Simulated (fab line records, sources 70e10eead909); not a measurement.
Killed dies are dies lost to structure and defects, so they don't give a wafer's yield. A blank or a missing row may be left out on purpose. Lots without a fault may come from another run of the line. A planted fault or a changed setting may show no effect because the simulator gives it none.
Which tool did it? | flow nand_harc | 13 lots, 39 wafers sampled, at 6 steps of a route of 1302

WHAT THE GAUGES READ, wafer by wafer
NHARC_A_SOURCE_PLATE_THK_MEAS_09: measures by ellipsometry. Usual: thk_nm 9.7 nm, standard deviation 1.1.
lot  | measured     | on            | thk_nm (nm)    | flag
L727 | day 7 06:04  | film_metro-01 | 11.0 8.0 9.1   |
L728 | day 7 06:04  | film_metro-02 | 9.4 8.5 11.2   |
L730 | day 8 12:45  | film_metro-02 | 10.9 9.2 11.1  |
L731 | day 8 17:43  | film_metro-02 | 10.1 10.5 11.0 |
L732 | day 8 23:27  | film_metro-02 | 9.7 10.3 7.6   |
L736 | day 10 20:30 | film_metro-02 | 9.0 9.6 11.0   |
L737 | day 11 08:50 | film_metro-02 | 10.2 10.0 9.1  |
L739 | day 12 07:11 | film_metro-02 | 8.8 10.0 9.2   |
L746 | day 15 01:53 | film_metro-02 | 8.6 10.7 9.8   |
L747 | day 15 20:05 | film_metro-02 | 9.6 10.1 6.9   |
L748 | day 16 07:57 | film_metro-01 | 9.5 8.9 8.7    |
L749 | day 16 07:57 | film_metro-02 | 9.3 10.1 10.5  |
L750 | day 16 17:04 | film_metro-01 | 7.9 9.7 9.2    |

NHARC_A_SOURCE_PLATE_INSPECT_08. Usual: raw_defect_count 55, standard deviation 22.
lot  | measured     | on                | raw_defect_count | flag
L727 | day 7 19:07  | defect_inspect-02 | 69 86 70         |
L728 | day 7 19:10  | defect_inspect-02 | 32 24 63         |
L730 | day 9 01:47  | defect_inspect-02 | 29 42 30         |
L731 | day 9 06:43  | defect_inspect-01 | 58 50 40         |
L732 | day 9 12:35  | defect_inspect-01 | 49 39 79         |
L736 | day 11 12:14 | defect_inspect-02 | 30 42 43         |
L737 | day 11 21:26 | defect_inspect-02 | 348 334 325      | OFF
L739 | day 12 22:28 | defect_inspect-01 | 331 374 319      | OFF
L746 | day 15 14:50 | defect_inspect-02 | 73 88 94         |
L747 | day 16 08:52 | defect_inspect-02 | 26 82 48         |
L748 | day 16 21:02 | defect_inspect-02 | 57 50 50         |
L749 | day 16 21:02 | defect_inspect-02 | 64 52 42         |
L750 | day 17 09:25 | defect_inspect-01 | 38 40 52         |

NHARC_END_SORT_01. Usual: killed_at_array 56, standard deviation 19; killed_at_other 1.0, standard deviation 1.3; killed_at_periphery 3.8, standard deviation 2.2; killed_dies 61, standard deviation 19; killed_open 3.1, standard deviation 1.9; killed_short 2.3, standard deviation 1.5.
lot  | measured     | on        | killed_at_array | killed_at_other | killed_at_periphery | killed_dies | killed_open | killed_short | flag
L737 | day 28 01:10 | prober-01 | 115 120 121     | 2 2 2           | 5 6 3               | 122 128 126 | 3 3 2       | 2 1 2        | OFF
L739 | day 29 09:46 | prober-01 | 96 97 84        | 0 1 0           | 3 4 4               | 99 102 88   | 2 1 3       | 2 2 1        |

WHICH TOOL RAN EACH LOT (tool, then ch and the chambers of the sampled wafers, then the start)
lot  | NHARC_A_ZERO_WELL_ETCH_13        | NHARC_A_ZERO_WELL_RTA_16         | NHARC_A_SOURCE_PLATE_CVD_03
L727 | rie_si-06 ch 0,1,2, day 6 21:29  | rtp_anneal-02 ch 0, day 6 22:32  | lpcvd_poly-04 ch 0, day 7 08:39
L728 | rie_si-05 ch 0,1,3, day 7 00:32  | rtp_anneal-01 ch 0, day 7 01:26  | lpcvd_poly-04 ch 0, day 7 08:39
L730 | rie_si-05 ch 0,2,3, day 8 04:49  | rtp_anneal-01 ch 0, day 8 05:48  | lpcvd_poly-04 ch 0, day 8 15:20
L731 | rie_si-05 ch 2,3, day 8 09:52    | rtp_anneal-02 ch 0, day 8 10:49  | lpcvd_poly-01 ch 0, day 8 20:12
L732 | rie_si-04 ch 1,2,3, day 8 15:10  | rtp_anneal-02 ch 0, day 8 16:03  | lpcvd_poly-02 ch 0, day 9 02:01
L736 | rie_si-06 ch 0,1,3, day 10 12:02 | rtp_anneal-02 ch 0, day 10 12:56 | lpcvd_poly-02 ch 0, day 10 23:04
L737 | rie_si-04 ch 1,2, day 11 00:56   | rtp_anneal-01 ch 0, day 11 01:52 | lpcvd_poly-02 ch 0, day 11 11:25
L739 | rie_si-04 ch 0,1,3, day 11 21:35 | rtp_anneal-02 ch 0, day 11 22:32 | lpcvd_poly-02 ch 0, day 12 09:46
L746 | rie_si-04 ch 0,2,3, day 14 17:55 | rtp_anneal-02 ch 0, day 14 18:51 | lpcvd_poly-02 ch 0, day 15 04:28
L747 | rie_si-06 ch 0,1, day 15 11:26   | rtp_anneal-02 ch 0, day 15 12:25 | lpcvd_poly-02 ch 0, day 15 22:43
L748 | rie_si-04 ch 0,1,2, day 15 23:36 | rtp_anneal-01 ch 0, day 16 00:31 | lpcvd_poly-02 ch 0, day 16 10:32
L749 | rie_si-05 ch 1,2,3, day 16 01:55 | rtp_anneal-01 ch 0, day 16 02:48 | lpcvd_poly-02 ch 0, day 16 10:32
L750 | rie_si-04 ch 0,3, day 16 09:10   | rtp_anneal-01 ch 0, day 16 10:04 | lpcvd_poly-04 ch 0, day 16 19:39
- NHARC_A_ZERO_WELL_ETCH_13: etches the open film in HBr/Cl2, target depth 120 nm, time 40.1 s.
- NHARC_A_ZERO_WELL_RTA_16: time 10 s.
- NHARC_A_SOURCE_PLATE_CVD_03: deposits poly-Si, target thk 200 nm, time 4000 s.

WHAT THE TOOLS THEMSELVES READ (means of the sampled wafers that have a number; where no wafer has one, the mark that the record gives instead)
NHARC_A_ZERO_WELL_ETCH_13. Usual: drypump_motor_current_A 5.6 A, standard deviation 0.37; oes_product_au 1.007 a.u., standard deviation 0.011; throttle_valve_pct 26.406 %, standard deviation 0.0079.
lot  | tool      | drypump_motor_current_A (A) | oes_product_au (a.u.) | throttle_valve_pct (%) | flag
L727 | rie_si-06 | 5.5                         | 1.007                 | 26.407                 |
L728 | rie_si-05 | 5.8                         | 1.006                 | 26.406                 |
L730 | rie_si-05 | 6.1                         | 1.006                 | 26.404                 |
L731 | rie_si-05 | 6.3                         | 0.995                 | 26.402                 |
L732 | rie_si-04 | 5.4                         | 1.017                 | 26.403                 |
L736 | rie_si-06 | 5.5                         | 1.006                 | 26.406                 |
L737 | rie_si-04 | 5.7                         | 1.017                 | 26.404                 |
L739 | rie_si-04 | 5.4                         | 1.021                 | 26.405                 |
L746 | rie_si-04 | 5.6                         | 1.015                 | 26.408                 |
L747 | rie_si-06 | 5.6                         | 1.002                 | 26.415                 |
L748 | rie_si-04 | 5.7                         | 1.007                 | 26.412                 |
L749 | rie_si-05 | 5.9                         | 0.985                 | 26.409                 |
L750 | rie_si-04 | 5.5                         | 1.013                 | 26.402                 |

NHARC_A_ZERO_WELL_RTA_16. Usual: lamp_power_pct 27.5 %, standard deviation 0.58; wafer_temp_C_max 1004.6, standard deviation 0.95.
lot  | tool          | lamp_power_pct (%) | wafer_temp_C_max | flag
L727 | rtp_anneal-02 | 27.0               | 1004.7           |
L728 | rtp_anneal-01 | 28.2               | 1005.1           |
L730 | rtp_anneal-01 | 28.2               | 1005.3           |
L731 | rtp_anneal-02 | 27.0               | 1004.7           |
L732 | rtp_anneal-02 | 27.0               | 1005.6           |
L736 | rtp_anneal-02 | 27.1               | 1004.0           |
L737 | rtp_anneal-01 | 28.2               | 1004.7           |
L739 | rtp_anneal-02 | 27.0               | 1005.0           |
L746 | rtp_anneal-02 | 27.0               | 1003.9           |
L747 | rtp_anneal-02 | 27.0               | 1004.2           |
L748 | rtp_anneal-01 | 28.2               | 1004.3           |
L749 | rtp_anneal-01 | 28.2               | 1004.4           |
L750 | rtp_anneal-01 | 28.3               | 1004.7           |

NHARC_A_SOURCE_PLATE_CVD_03. Usual: tube_center_temp_C 620 C, standard deviation 0.056.
lot  | tool          | tube_center_temp_C (C) | flag
L727 | lpcvd_poly-04 | 620                    |
L728 | lpcvd_poly-04 | 620                    |
L730 | lpcvd_poly-04 | 620                    |
L731 | lpcvd_poly-01 | 620                    |
L732 | lpcvd_poly-02 | 620                    |
L736 | lpcvd_poly-02 | 620                    |
L737 | lpcvd_poly-02 | 620                    |
L739 | lpcvd_poly-02 | 620                    |
L746 | lpcvd_poly-02 | 620                    |
L747 | lpcvd_poly-02 | 620                    |
L748 | lpcvd_poly-02 | 620                    |
L749 | lpcvd_poly-02 | 620                    |
L750 | lpcvd_poly-04 | 620                    |

THE ANSWER, worked out from the rows above alone
Rule: a lot is off if the mean of its wafers that have a number lies more than 3 standard deviations from the usual mean. A lot without any number at a reading at which 4 lots or more have one is off too. The other lots that the step has rows for count as sound. The gauges are gone through in route order, then the tools' own readings, and for those a lot's mean is taken as printed above. The first step at which some lot is off is used, and at that step the reading that is off furthest; a lot without a number counts as furthest.
Off: L737, L739, at NHARC_A_SOURCE_PLATE_INSPECT_08 (raw_defect_count).
A tool fits if, at a process step before that reading, it ran every lot that is off, and no sound lot after the first of them. The gauges at NHARC_A_SOURCE_PLATE_INSPECT_08 are tried like those tools. None of those tried fits.

WHAT THE SIMULATOR HAD PUT IN
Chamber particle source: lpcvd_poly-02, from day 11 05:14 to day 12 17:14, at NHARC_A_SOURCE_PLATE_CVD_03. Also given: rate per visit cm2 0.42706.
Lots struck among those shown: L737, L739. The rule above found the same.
